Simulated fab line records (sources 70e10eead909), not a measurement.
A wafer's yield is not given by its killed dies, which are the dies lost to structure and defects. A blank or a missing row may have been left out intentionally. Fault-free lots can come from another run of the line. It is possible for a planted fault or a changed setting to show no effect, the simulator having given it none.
Comparing a struck lot with a sound one + flow nand-harc + 15 out of 1159 route steps
Sound: the wafers L258.2, L258.4, L258.6. Wafers L263.1, L263.2, L263.5 were the ones struck. The cause comes at the end.
For every step that has rows: the tool of each side, followed by ch and its chambers, followed by its first start. Under that, the readings that differ: sound wafers + struck wafers + difference of the means + sigmas: that difference in standard deviations of wafers without a fault.
alike: readings with means less than 2 such deviations apart, plus words and numbers identical on both sides. not compared: withheld readings, readings lacking a value on some wafer, bounds such as >300 that could conceal the same value, and numbers that have no deviation in the record and whose values overlap.
Wherever a step has rows on one side only, a row that says differs or no value, or a row with sigmas, the two part there. Numbers that have no deviation but don't overlap get no sigmas and don't part them. Lack of a reading on every wafer of one side parts them only where that side has two or more wafers.

NHARC_A_CHANNEL_HOLE_D1_ETCH_44: etches the open film in CF4/O2, target depth 140 nm, overetch 14 nm, time 77 s.
  sound on rie-diel-11 ch 1,2,3, day 7 21:40; struck on rie-diel-13 ch 0,2, day 9 20:23
| reading            | sound             | struck            | difference | sigmas |
|--------------------|-------------------|-------------------|------------|--------|
| rf-fwd-power-W (W) | 296.9 294.1 296.2 | 299.7 298.4 297.5 | +2.8       | +2     |
  alike: drypump-motor-current-A, mfc-ar-sccm, o2-flow-sccm, oes-product-au, rf-vpp-V, showerhead-plenum-p-Torr, throttle-valve-pct
  not compared: rf-hours-counter-h
NHARC_A_CHANNEL_HOLE_D1_STRIP_27: strips in O2.
  sound: rie-diel-11 ch 0,2,3; struck: rie-diel-13 ch 0,2,3
  alike: drypump-motor-current-A, mfc-ar-sccm, o2-flow-sccm, oes-product-au, rf-vpp-V, showerhead-plenum-p-Torr, throttle-valve-pct
  not compared: rf-hours-counter-h
then, 2 steps without rows for these wafers: NHARC_A_CHANNEL_HOLE_D1_PRECLEAN_28 (cleans in SC1); NHARC_A_CHANNEL_HOLE_D1_SRD_29.
NHARC_A_CHANNEL_HOLE_D1_CD_MEAS_30:
  struck on cd-sem-01, day 9 21:11; sound on cd-sem-02, day 7 22:28
  alike: cd-nm
after that, 1 step had no rows for these wafers: NHARC_A_CHANNEL_HOLE_D1_XSEM_31.
NHARC_A_CHANNEL_HOLE_D1_INSPECT_40:
  struck on defect-inspect-02, day 9 21:22; sound on defect-inspect-01, day 7 22:40
  alike: raw-defect-count
then, 3 steps without rows for these wafers: NHARC_A_CHANNEL_FILL_D1_PRECLEAN_00 (cleans in SC1); NHARC_A_CHANNEL_FILL_D1_SRD_01; NHARC_A_CHANNEL_FILL_D1_ALD_02 (deposits SiO2, target thk 6 nm, pulse time 10 s, ald cycles 60).
NHARC_A_CHANNEL_FILL_D1_ALD_03: deposits SiNx, target thk 6 nm, pulse time 60 s, ald cycles 58.
  sound: ald-sin-batch-02 ch 0; struck: ald-sin-batch-02 ch 0
  alike: ald-cycles, chamber-pressure-Torr, precursor-pulse-height-rel
NHARC_A_CHANNEL_FILL_D1_ALD_14: deposits SiO2, target thk 2.5 nm, pulse time 10 s, ald cycles 25.
  sound on ald-hk-03 ch 0,1,2, day 8 05:33; struck on ald-hk-02 ch 0,2,3, day 10 04:41
  alike: ald-cycles, heater-power-w, precursor-pulse-height-rel
NHARC_A_CHANNEL_FILL_D1_ALD_15: deposits SiNx, target thk 2 nm, pulse time 60 s, ald cycles 19.
  sound on ald-sin-batch-01 ch 0, day 8 08:36; struck on ald-sin-batch-01 ch 0, day 10 07:44
| reading    | sound    | struck   | difference | sigmas |
|------------|----------|----------|------------|--------|
| ald-cycles | 19 19 19 | 28 28 28 | +9         |        |
  alike: chamber-pressure-Torr, precursor-pulse-height-rel
NHARC_A_CHANNEL_FILL_D1_ALD_16: deposits SiO2, target thk 1.5 nm, pulse time 10 s, ald cycles 15.
  sound on ald-hk-02 ch 0,2,3, day 8 10:48; struck on ald-hk-04 ch 0,2, day 10 09:49
  alike: ald-cycles, heater-power-w, precursor-pulse-height-rel
-- record jumps: 11 days between struck wafers' starts before vs after; left off in module A_CHANNEL_FILL_D1, resumes in module END, first step shown is number 1159 of the route --
NHARC_END_SORT_01:
  the record has rows for the struck wafers here (prober-01 ch 0, day 21 03:28) and none for the sound ones

## WHERE THEY PART
First at NHARC_A_CHANNEL_HOLE_D1_ETCH_44; last, within this record, at NHARC_END_SORT_01.

WHY: what had been put in by the simulator
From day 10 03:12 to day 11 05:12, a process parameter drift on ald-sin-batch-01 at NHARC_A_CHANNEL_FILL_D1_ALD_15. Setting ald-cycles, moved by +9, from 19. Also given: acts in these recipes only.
